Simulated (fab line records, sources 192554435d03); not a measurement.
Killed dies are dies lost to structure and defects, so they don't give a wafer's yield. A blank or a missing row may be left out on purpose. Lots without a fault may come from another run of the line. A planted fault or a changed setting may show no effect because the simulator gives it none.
fab line records | flow n5_finfet
record lots=7 wafers=21
route steps=1938 shown ZERO_LAYER@16 WELL_APT@21 FIN_SAQP@125 FIN_CUT@160 DUMMY_GATE@228
start_h: hours from the record's first day to the start of the lot's first wafer shown | wait_h: hours since the lot's step before | " the same as in the row above | L1.1+2: a row that stands for several wafers | - no value, or no start given | * or withheld: withheld | < > ~ a bound
route shown NAME@n: a module of which the file shows steps, and the number in the route of the first | usual: mean/standard deviation of fault-free wafers | same: alike in all rows | chamber/n: place in a boat | sites: the reading at each site | _std_site: their standard deviation | _edge_site: outer sites' mean less inner sites' | radius_mm: how far each site lies from the wafer's centre | mask NAME#n: copy n | behind: the tool/chamber that last shaped the wafer | hold: why the lot was held/for how many hours/how that ended | device: the transistor (n, p or np) that didn't switch | end of line: the same wafers' tests at the end of the route | a step without rows: its recipe alone | killed: dies lost to structure and defects at the first sort, not the wafer's yield | map: a wafer's dies, x killed, . not, _ none there
set.NAME: the setting as run; set.NAME@STEP: as run at that earlier step | model.NAME: the simulator's own value behind a step, which no gauge read
lots whose settings were changed on purpose; a table a step, a row a wafer
## steps
# step N5_ZERO_LAYER_ETCH_18
# recipe chemistry=HBr/Cl2 target=Si target_depth_a=1200 time_s=40 pressure_mtorr=10 icp_w=800 bias_w=75 HBr_flow_sccm=150 Cl2_flow_sccm=80
# columns lot.wafer tool chamber start_h wait_h set.icp_w model.etch.depth_nm model.ZERO_LAYER.feature_depth_nm
L075.1 rie_si-02 2 18.94 0.0 747.4 115.3 115.3
L075.2 " 3 " " 800 121.2 121.2
L075.4 " 1 " " 747.4 116.2 116.2
L084.4 rie_si-02 0 73.42 0.0 747.5 118.2 118.2
L084.5 " 1 " " 800 121.5 121.5
L084.6 " 0 " " 800 123.2 123.2
L085.1 rie_si-02 3 78.79 0.0 736.1 114.5 114.5
L085.3 " 2 " " 800 118.8 118.8
L085.4 " 0 " " 736.1 116.2 116.2
L089.1 rie_si-06 0 102.92 0.0 800 121.2 121.2
L089.4 " 3 " " 800 121.7 121.7
L089.5 " 0 " " 800 120.6 120.6
L090.1 rie_si-02 1 108.79 0.0 718.7 115.1 115.1
L090.2 " 3 " " 800 121.6 121.6
L090.3 " 0 " " 800 121.8 121.8
L091.1 rie_si-02 0 114.92 0.0 668.7 112.3 112.3
L091.2 " 3 " " 668.7 111.9 111.9
L091.6 " 3 " " 800 121.6 121.6
L097.2 rie_si-05 3 150.79 0.0 667.8 110.1 110.1
L097.3 " 2 " " 667.8 110.7 110.7
L097.4 " 0 " " 800 119.8 119.8
# step N5_WELL_APT_COAT_02
# recipe spin_rpm=1357 resist_thk_nm=950
# columns lot.wafer tool chamber start_h wait_h set.spin_rpm model.coat_of_WELL_APT_COAT_02.thk_nm
L075.1 litho_track-01 0 - - 1493 899.7
L075.2 " 0 " " 1357 943.7
L075.4 " 0 " " 1493 903
L084.4 litho_track-04 0 - - 1357 952.2
L084.5 " 0 " " 1357 949.9
L084.6 " 0 " " 1357 955
L085.1 litho_track-03 0 - - 1436 926.1
L085.3 " 0 " " 1357 951.3
L085.4 " 0 " " 1357 951.2
L089.1 litho_track-03 0 - - 1357 950.9
L089.4 " 0 " " 1357 948.2
L089.5 " 0 " " 1357 952.9
L090.1 litho_track-04 0 - - 1434 926.3
L090.2 " 0 " " 1357 951.6
L090.3 " 0 " " 1434 925.8
L091.1 litho_track-04 0 - - 1472 916.4
L091.2 " 0 " " 1472 915
L091.6 " 0 " " 1472 913.8
L097.2 litho_track-03 0 - - 1287 977.5
L097.3 " 0 " " 1287 975.5
L097.4 " 0 " " 1357 949.1
# step N5_WELL_APT_EXPOSE_22
# recipe mask_id=PWELL na=0.8 source_shape=conventional sigma_outer=0.8 polarization=unpolarized defocus_nm=0 target_cd_nm=200 dose_mj=23.2
# columns lot.wafer tool chamber start_h wait_h mask set.dose_mj
L075.1 krf_scanner-01 0 20.84 - PWELL#0 21.78
L075.2+4 " 0 " " PWELL#0 23.2
L084.4+5 krf_scanner-01 0 75.19 - PWELL#0 24.55
L084.6 " 0 " " PWELL#0 23.2
L085.1+3+4 krf_scanner-02 0 80.65 - PWELL#0 23.2
L089.1+4+5 krf_scanner-01 0 104.77 - PWELL#0 23.2
L090.1+3 krf_scanner-02 0 110.77 - PWELL#0 23.2
L090.2 " 0 " " PWELL#0 23.95
L091.1+2+6 krf_scanner-02 0 116.89 - PWELL#0 23.2
L097.2+3 krf_scanner-02 0 152.76 - PWELL#0 23.2
L097.4 " 0 " " PWELL#0 24.49
# step N5_WELL_APT_PEB_23
# recipe peb_temp_c=130 peb_time_s=90
# columns lot.wafer tool chamber start_h wait_h set.peb_temp_c
L075.1+2+4 litho_track-01 0 20.90 0.1 130
L084.4+5 litho_track-01 0 75.23 0.0 132.4
L084.6 " 0 " " 130
L085.1+3+4 litho_track-03 0 80.71 0.1 130
L089.1+4+5 litho_track-01 0 104.83 0.1 130
L090.1+2+3 litho_track-04 0 110.83 0.1 130
L091.1 litho_track-04 0 116.95 0.1 131.6
L091.2+6 " 0 " " 130
L097.2+3+4 litho_track-03 0 152.81 0.0 130
# step N5_WELL_APT_DEVELOP_24
# recipe develop_time_s=45 rinse_liquid=surfactant_rinse dry=air_spin dev_temp_c=21
# step N5_WELL_APT_HARDBAKE_29
# recipe temp_c=130 time_s=120
# step N5_WELL_APT_CD_MEAS_25
# recipe target_cd_nm=200 landing_energy_ev=500 detector=se_inlens
# usual cd_nm=199.6/1.5
# columns lot.wafer tool chamber start_h wait_h set.dose_mj@WELL_APT_EXPOSE_22 set.peb_temp_c@WELL_APT_PEB_23 cd_nm
L075.1 cd_sem-03 0 21.01 - 21.78 130 187.4
L075.2 " 0 " " 23.2 130 200.2
L075.4 " 0 " " 23.2 130 200.2
L084.4 cd_sem-03 0 75.35 - 24.55 132.4 219.5
L084.5 " 0 " " 24.55 132.4 222.0
L084.6 " 0 " " 23.2 130 196.7
L085.1 cd_sem-03 0 80.83 - 23.2 130 200.7
L085.3 " 0 " " 23.2 130 199.8
L085.4 " 0 " " 23.2 130 198.9
L089.1 cd_sem-02 0 104.95 - 23.2 130 200.2
L089.4 " 0 " " 23.2 130 199.4
L089.5 " 0 " " 23.2 130 200.3
L090.1 cd_sem-01 0 110.94 - 23.2 130 197.0
L090.2 " 0 " " 23.95 130 205.9
L090.3 " 0 " " 23.2 130 200.6
L091.1 cd_sem-01 0 117.06 - 23.2 131.6 208.7
L091.2 " 0 " " 23.2 130 199.7
L091.6 " 0 " " 23.2 130 199.5
L097.2 cd_sem-02 0 152.93 - 23.2 130 200.5
L097.3 " 0 " " 23.2 130 201.2
L097.4 " 0 " " 24.49 130 210.4
# step N5_WELL_APT_DESCUM_30
# recipe chemistry=O2 time_s=7.9 source_power_w=50 bias_power_w=20 pressure_mtorr=20 rf_frequency_hz=2.712e+07 temp_c=40 o2_flow_sccm=225
# columns lot.wafer tool chamber start_h wait_h set.dose_mj@WELL_APT_EXPOSE_22 set.peb_temp_c@WELL_APT_PEB_23 model.WELL_APT.cd_nm
L075.1 rie_diel-06 3 21.10 0.0 21.78 130 187.3
L075.2 " 0 " " 23.2 130 200.2
L075.4 " 3 " " 23.2 130 200
L084.4 rie_diel-06 1 75.43 0.0 24.55 132.4 219.6
L084.5 " 3 " " 24.55 132.4 222
L084.6 " 2 " " 23.2 130 197
L085.1 rie_diel-06 1 80.91 0.0 23.2 130 200.8
L085.3 " 3 " " 23.2 130 199.8
L085.4 " 0 " " 23.2 130 198.9
L089.1 rie_diel-03 1 105.14 0.1 23.2 130 199.7
L089.4 " 3 " " 23.2 130 199.2
L089.5 " 0 " " 23.2 130 199.6
L090.1 rie_diel-06 0 111.03 0.0 23.2 130 197
L090.2 " 1 " " 23.95 130 205.5
L090.3 " 2 " " 23.2 130 201.2
L091.1 rie_diel-04 3 117.15 0.0 23.2 131.6 208.7
L091.2 " 0 " " 23.2 130 200.1
L091.6 " 2 " " 23.2 130 199.6
L097.2 rie_diel-04 0 153.01 0.0 23.2 130 200.9
L097.3 " 3 " " 23.2 130 201.1
L097.4 " 0 " " 24.49 130 210.5
# step N5_FIN_SAQP_SPACER1_ALD_24
# recipe material=SiO2 target_thk_a=203 temp_c=300 ald_precursor_family=BDEAS ald_co_reactant=O2-plasma pulse_time_s=1 purge_time_s=2 co_reactant_purge_time_s=2 ald_cycles=218 pressure_torr=2
# columns lot.wafer tool chamber start_h wait_h set.ald_cycles model.SiO2_of_FIN_SAQP_SPACER1_ALD_24.thk_nm
L075.1+2+4 ald_sin-01 3,2,1 29.36 0.3 218 20.2
L084.4 ald_sin-03 2 83.70 0.1 250 23.4
L084.5 " 0 " " 218 20.2
L084.6 " 1 " " 218 20.4
L085.1 ald_sin-02 2 89.31 0.3 218 20.4
L085.3 " 3 " " 218 20.2
L085.4 " 1 " " 197 18.4
L089.1+4+5 ald_sin-01 2,0,3 112.72 0.3 218 20.2
L090.1+3 ald_sin-01 3,0 119.14 0.5 218 20.2
L090.2 " 2 " " 200 18.6
L091.1 ald_sin-02 2 125.42 0.3 218 20.2
L091.2+6 " 3,1 " " 218 20.4
L097.2+4 ald_sin-01 1 160.59 0.3 196 18.4
L097.3 " 3 " " 218 20.4
# step N5_FIN_SAQP_SPACER1_ETCHBACK_25
# recipe chemistry=CHF3/O2 mode=anisotropic_etchback target=SiO2 target_depth_a=244 time_s=12.2 pressure_mtorr=30 source_w=650 bias_w=170 Ar_flow_sccm=200 CHF3_flow_sccm=50 O2_flow_sccm=5 ion_energy_ev=200
# step N5_FIN_SAQP_MANDREL1_REMOVE_56
# recipe chemistry=HBr/Cl2/O2 bt_time_s=10 target=a-Si stop_on=SiNx endpoint=OES-SiCl over_etch_frac=1 icp_w=600 bias_w=22 HBr_flow_sccm=150 Cl2_flow_sccm=80 O2_flow_sccm=5 pressure_mtorr=10
# columns lot.wafer tool chamber start_h wait_h set.ald_cycles@FIN_SAQP_SPACER1_ALD_24 model.FIN_SAQP.cd_nm
L075.1+2 rie_si-02 1,3 30.19 0.1 218 20.2
L075.4 " 0 " " 218 20
L084.4 rie_si-02 3 84.51 0.1 250 23.4
L084.5+6 " 1,0 " " 218 20.4
L085.1+3 rie_si-05 0,2 90.12 0.1 218 20.4
L085.4 " 1 " " 197 18.6
L089.1+4+5 rie_si-05 3,2,3 113.56 0.1 218 20.4
L090.1 rie_si-05 0 119.95 0.1 218 20.4
L090.2 " 2 " " 200 18.6
L090.3 " 1 " " 218 20.2
L091.1+2+6 rie_si-06 2,0,2 126.23 0.1 218 20.4
L097.2+4 rie_si-06 1,2 161.40 0.1 196 18.4
L097.3 " 3 " " 218 20.4
# step N5_FIN_SAQP_CD_MEAS_27
# recipe target_cd_nm=20 landing_energy_ev=1000 detector=se_inlens polarity=line
# usual cd_nm=20.30/0.23
# columns lot.wafer tool chamber start_h wait_h set.ald_cycles@FIN_SAQP_SPACER1_ALD_24 cd_nm
L075.1 cd_sem-03 0 30.30 0.1 218 20.23
L075.2 " 0 " " 218 20.41
L075.4 " 0 " " 218 19.94
L084.4 cd_sem-03 0 84.63 0.1 250 23.42
L084.5 " 0 " " 218 20.26
L084.6 " 0 " " 218 20.62
L085.1 cd_sem-02 0 90.22 0.1 218 20.49
L085.3 " 0 " " 218 20.45
L085.4 " 0 " " 197 18.90
L089.1 cd_sem-02 0 113.68 0.1 218 20.37
L089.4 " 0 " " 218 20.33
L089.5 " 0 " " 218 20.33
L090.1 cd_sem-03 0 120.06 0.1 218 20.50
L090.2 " 0 " " 200 18.67
L090.3 " 0 " " 218 20.13
L091.1 cd_sem-01 0 126.34 0.1 218 20.13
L091.2 " 0 " " 218 20.15
L091.6 " 0 " " 218 20.21
L097.2 cd_sem-01 0 161.51 0.1 196 18.23
L097.3 " 0 " " 218 20.07
L097.4 " 0 " " 196 18.36
# step N5_FIN_CUT_EXPOSE_05
# recipe mask_id=FIN_CUT na=0.33 source_shape=annular sigma_inner=0.35 sigma_outer=0.8 polarization=unpolarized dose_mj=45.75
# columns lot.wafer tool chamber start_h wait_h mask set.dose_mj
L075.1 euv_scanner-01 0 32.86 - FIN_CUT#0 43.26
L075.2+4 " 0 " " FIN_CUT#0 45.75
L084.4+6 euv_scanner-02 0 87.04 - FIN_CUT#0 45.75
L084.5 " 0 " " FIN_CUT#0 43.2
L085.1+4 euv_scanner-02 0 94.33 - FIN_CUT#0 45.75
L085.3 " 0 " " FIN_CUT#0 43.93
L089.1+4+5 euv_scanner-01 0 116.17 - FIN_CUT#0 45.75
L090.1+2 euv_scanner-02 0 122.78 - FIN_CUT#0 44.87
L090.3 " 0 " " FIN_CUT#0 45.75
L091.1 euv_scanner-01 0 128.89 - FIN_CUT#0 45.75
L091.2+6 " 0 " " FIN_CUT#0 43.64
L097.2+3+4 euv_scanner-02 0 164.05 - FIN_CUT#0 48.6
# step N5_FIN_CUT_PEB_06
# recipe peb_temp_c=100 peb_time_s=60 resist=CAR-EUV
# step N5_FIN_CUT_DEVELOP_07
# recipe develop_time_s=30 developer=TMAH resist=CAR-EUV rinse_liquid=surfactant_rinse dry=air_spin dev_temp_c=23
# step N5_FIN_CUT_CD_MEAS_08
# recipe target_cd_nm=29.1 landing_energy_ev=500 detector=se_inlens polarity=opening
# usual cd_nm=29.08/0.21
# columns lot.wafer tool chamber start_h wait_h set.dose_mj@FIN_CUT_EXPOSE_05 cd_nm
L075.1 cd_sem-01 0 33.00 - 43.26 28.26
L075.2 " 0 " " 45.75 29.22
L075.4 " 0 " " 45.75 29.04
L084.4 cd_sem-01 0 87.16 - 45.75 29.10
L084.5 " 0 " " 43.2 28.14
L084.6 " 0 " " 45.75 29.10
L085.1 cd_sem-01 0 94.47 - 45.75 28.81
L085.3 " 0 " " 43.93 28.42
L085.4 " 0 " " 45.75 29.09
L089.1 cd_sem-02 0 116.30 - 45.75 29.22
L089.4 " 0 " " 45.75 28.91
L089.5 " 0 " " 45.75 29.10
L090.1 cd_sem-01 0 122.92 - 44.87 28.65
L090.2 " 0 " " 44.87 28.75
L090.3 " 0 " " 45.75 29.21
L091.1 cd_sem-02 0 129.03 - 45.75 29.00
L091.2 " 0 " " 43.64 28.46
L091.6 " 0 " " 43.64 28.12
L097.2 cd_sem-03 0 164.18 - 48.6 30.37
L097.3 " 0 " " 48.6 30.34
L097.4 " 0 " " 48.6 30.32
# step N5_FIN_CUT_DESCUM_13
# recipe chemistry=O2 time_s=7 source_power_w=50 bias_power_w=20 pressure_mtorr=20 rf_frequency_hz=2.712e+07 temp_c=40 resist=CAR-EUV o2_flow_sccm=225
# step N5_FIN_CUT_ETCH_30
# recipe chemistry=N2/H2 target=underlayer target_depth_a=130 mask_material=CAR-EUV time_s=10.4 ion_energy_ev=200 pressure_mtorr=30 source_w=840 bias_w=150 n2_flow_sccm=200 h2_flow_sccm=200 ends=cleared
# columns lot.wafer tool chamber start_h wait_h set.dose_mj@FIN_CUT_EXPOSE_05 model.FIN_CUT.cd_offset_nm
L075.1 rie_diel-01 0 33.16 0.0 43.26 -0.8
L075.2+4 " 2,1 " " 45.75 0
L084.4+6 rie_diel-01 0 87.31 0.0 45.75 0.2
L084.5 " 1 " " 43.2 -0.8
L085.1 rie_diel-02 1 94.63 0.0 45.75 0
L085.3 " 3 " " 43.93 -0.4
L085.4 " 0 " " 45.75 0.2
L089.1 rie_diel-05 3 116.46 0.0 45.75 -0.2
L089.4 " 2 " " 45.75 0.2
L089.5 " 3 " " 45.75 0
L090.1+2 rie_diel-01 1,2 123.07 0.0 44.87 -0.4
L090.3 " 0 " " 45.75 0.2
L091.1 rie_diel-01 0 129.43 0.0 45.75 0
L091.2 " 3 " " 43.64 -0.8
L091.6 " 0 " " 43.64 -0.6
L097.2+3 rie_diel-02 3,0 164.40 0.0 48.6 1.2
L097.4 " 1 " " 48.6 1
# step N5_FIN_CUT_ETCH_20
# recipe chemistry=CF4 target=SiARC target_depth_a=260 mask_material=CAR-EUV time_s=43.3 ion_energy_ev=80 pressure_mtorr=40 source_w=545 bias_w=36 Ar_flow_sccm=100 cf4_flow_sccm=100 ends=cleared
# columns lot.wafer tool chamber start_h wait_h set.dose_mj@FIN_CUT_EXPOSE_05 model.FIN_CUT.cd_offset_nm
L075.1 rie_diel-01 0 33.18 0.0 43.26 -0.8
L075.2+4 " 2,1 " " 45.75 0
L084.4 rie_diel-01 0 87.33 0.0 45.75 0.2
L084.5 " 1 " " 43.2 -0.8
L084.6 " 0 " " 45.75 0.4
L085.1 rie_diel-02 1 94.65 0.0 45.75 0.2
L085.3 " 3 " " 43.93 -0.4
L085.4 " 0 " " 45.75 0.4
L089.1+5 rie_diel-05 3 116.48 0.0 45.75 0
L089.4 " 2 " " 45.75 0.2
L090.1 rie_diel-01 1 123.09 0.0 44.87 -0.4
L090.2 " 2 " " 44.87 -0.6
L090.3 " 0 " " 45.75 0.4
L091.1 rie_diel-01 0 129.45 0.0 45.75 0.2
L091.2+6 " 3,0 " " 43.64 -0.6
L097.2+3+4 rie_diel-02 3,0,1 164.42 0.0 48.6 1.2
# step N5_FIN_CUT_ETCH_21
# recipe chemistry=N2/H2 target=SOC target_depth_a=2190 overetch_a=438 mask_material=SiARC temp_c=40 ion_energy_ev=100 bias_w=61 time_s=523.5 pressure_mtorr=30 source_w=850 n2_flow_sccm=200 h2_flow_sccm=200
# step N5_FIN_CUT_STRIP_23
# recipe chemistry=N2/H2 temp_c=40 n2_flow_sccm=200 h2_flow_sccm=200 rf_frequency_hz=6e+07
# step N5_FIN_CUT_CUT_ETCH_26
# recipe chemistry=CH3F/O2 target=SiNx target_depth_a=390 mask_material=SOC time_s=55.7 pressure_mtorr=30 source_w=395 bias_w=73 Ar_flow_sccm=150 CH3F_flow_sccm=30 O2_flow_sccm=20 ion_energy_ev=120
# step N5_FIN_CUT_CUT_ETCH_27
# recipe chemistry=CHF3/O2 target=SiO2 target_depth_a=40 mask_material=SOC overetch_a=20 time_s=4.9 pressure_mtorr=30 source_w=650 bias_w=170 Ar_flow_sccm=200 CHF3_flow_sccm=50 O2_flow_sccm=5 ion_energy_ev=200
# step N5_FIN_CUT_PRECLEAN_35
# recipe time_s=13.3 temp_c=45 pressure_torr=125 p_hf_torr=3 p_coreactant_torr=25 chemistry=vHF
# columns lot.wafer tool chamber start_h wait_h set.dose_mj@FIN_CUT_EXPOSE_05 model.FIN_CUT.cd_offset_nm
L075.1 vapor_etch-01 1 33.67 0.0 43.26 -1.2
L075.2 " 0 " " 45.75 0
L075.4 " 0 " " 45.75 0.2
L084.4 vapor_etch-02 1 87.84 0.1 45.75 0.2
L084.5 " 1 " " 43.2 -0.4
L084.6 " 0 " " 45.75 0.6
L085.1 vapor_etch-02 0 95.14 0.0 45.75 0.2
L085.3 " 1 " " 43.93 -0.4
L085.4 " 0 " " 45.75 0
L089.1+4+5 vapor_etch-02 1,1,0 116.98 0.0 45.75 0.4
L090.1 vapor_etch-01 0 123.59 0.0 44.87 -0.4
L090.2 " 1 " " 44.87 -0.6
L090.3 " 0 " " 45.75 0.6
L091.1 vapor_etch-02 0 129.95 0.1 45.75 0
L091.2+6 " 1 " " 43.64 -0.8
L097.2 vapor_etch-01 1 164.92 0.0 48.6 0.8
L097.3 " 0 " " 48.6 1.2
L097.4 " 1 " " 48.6 1.4
# step N5_DUMMY_GATE_EXPOSE_12
# recipe mask_id=GATE na=0.33 source_shape=annular sigma_inner=0.2 sigma_outer=0.6 polarization=unpolarized target_cd_nm=25 dose_mj=34
# columns lot.wafer tool chamber start_h wait_h mask set.dose_mj
L075.1 euv_scanner-02 0 52.58 - GATE#0 34
L075.2+4 " 0 " " GATE#0 32.22
L084.4+6 euv_scanner-01 0 106.25 - GATE#0 34
L084.5 " 0 " " GATE#0 31.89
L085.1+3+4 euv_scanner-01 0 115.14 - GATE#0 34
L089.1+4+5 euv_scanner-01 0 136.70 - GATE#0 34
L090.1+2+3 euv_scanner-01 0 142.07 - GATE#0 34
L091.1+6 euv_scanner-01 0 147.98 - GATE#0 36.08
L091.2 " 0 " " GATE#0 34
L097.2+3 euv_scanner-01 0 189.04 - GATE#0 34
L097.4 " 0 " " GATE#0 36.18
# step N5_DUMMY_GATE_PEB_13
# recipe peb_temp_c=100 peb_time_s=60 resist=CAR-EUV
# step N5_DUMMY_GATE_DEVELOP_14
# recipe develop_time_s=30 developer=TMAH resist=CAR-EUV rinse_liquid=surfactant_rinse dry=air_spin dev_temp_c=23
# step N5_DUMMY_GATE_CD_MEAS_15
# recipe target_cd_nm=25.8 landing_energy_ev=500 detector=se_inlens
# usual cd_nm=24.98/0.21
# columns lot.wafer tool chamber start_h wait_h set.dose_mj@DUMMY_GATE_EXPOSE_12 cd_nm
L075.1 cd_sem-02 0 52.71 - 34 25.26
L075.2 " 0 " " 32.22 26.11
L075.4 " 0 " " 32.22 25.79
L084.4 cd_sem-03 0 106.37 - 34 25.06
L084.5 " 0 " " 31.89 26.55
L084.6 " 0 " " 34 25.13
L085.1 cd_sem-02 0 115.27 - 34 24.59
L085.3 " 0 " " 34 24.95
L085.4 " 0 " " 34 24.98
L089.1 cd_sem-01 0 136.83 - 34 25.61
L089.4 " 0 " " 34 25.21
L089.5 " 0 " " 34 25.09
L090.1 cd_sem-02 0 142.20 - 34 24.97
L090.2 " 0 " " 34 24.99
L090.3 " 0 " " 34 24.86
L091.1 cd_sem-02 0 148.11 - 36.08 23.87
L091.2 " 0 " " 34 25.05
L091.6 " 0 " " 36.08 23.91
L097.2 cd_sem-02 0 189.17 - 34 24.47
L097.3 " 0 " " 34 24.79
L097.4 " 0 " " 36.18 23.59
## key
split step=N5_ZERO_LAYER_ETCH_18 setting=icp_w stated=800 by=wafer
response step=N5_ZERO_LAYER_ETCH_18 reading=model.etch.depth_nm change=+0.591 per=1% r=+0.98
response step=N5_ZERO_LAYER_ETCH_18 reading=model.ZERO_LAYER.feature_depth_nm change=+0.591 per=1% r=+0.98
split step=N5_WELL_APT_COAT_02 setting=spin_rpm stated=1357 by=wafer
response step=N5_WELL_APT_COAT_02 reading=model.coat_of_WELL_APT_COAT_02.thk_nm change=-4.44 per=1% r=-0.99
split step=N5_WELL_APT_EXPOSE_22 setting=dose_mj stated=23.2 by=wafer
response step=N5_WELL_APT_CD_MEAS_25 reading=cd_nm change=+2.61 per=1% r=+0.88
response step=N5_WELL_APT_DESCUM_30 reading=model.WELL_APT.cd_nm change=+2.58 per=1% r=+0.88
split step=N5_WELL_APT_PEB_23 setting=peb_temp_c stated=130 by=wafer
response step=N5_WELL_APT_CD_MEAS_25 reading=cd_nm slope=+7.06 per=1% together_with=dose_mj@WELL_APT_EXPOSE_22 explained=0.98
response step=N5_WELL_APT_DESCUM_30 reading=model.WELL_APT.cd_nm slope=+6.95 per=1% together_with=dose_mj@WELL_APT_EXPOSE_22 explained=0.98
split step=N5_FIN_SAQP_SPACER1_ALD_24 setting=ald_cycles stated=218 by=wafer
response step=N5_FIN_SAQP_SPACER1_ALD_24 reading=model.SiO2_of_FIN_SAQP_SPACER1_ALD_24.thk_nm change=+0.203 per=1% r=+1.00
response step=N5_FIN_SAQP_MANDREL1_REMOVE_56 reading=model.FIN_SAQP.cd_nm change=+0.2 per=1% r=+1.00
response step=N5_FIN_SAQP_CD_MEAS_27 reading=cd_nm change=+0.189 per=1% r=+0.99
split step=N5_FIN_CUT_EXPOSE_05 setting=dose_mj stated=45.75 by=wafer
response step=N5_FIN_CUT_CD_MEAS_08 reading=cd_nm change=+0.162 per=1% r=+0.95
response step=N5_FIN_CUT_ETCH_30 reading=model.FIN_CUT.cd_offset_nm change=+0.161 per=1% r=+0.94
response step=N5_FIN_CUT_ETCH_20 reading=model.FIN_CUT.cd_offset_nm change=+0.184 per=1% r=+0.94
response step=N5_FIN_CUT_PRECLEAN_35 reading=model.FIN_CUT.cd_offset_nm change=+0.19 per=1% r=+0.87
split step=N5_DUMMY_GATE_EXPOSE_12 setting=dose_mj stated=34 by=wafer
response step=N5_DUMMY_GATE_CD_MEAS_15 reading=cd_nm change=-0.182 per=1% r=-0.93
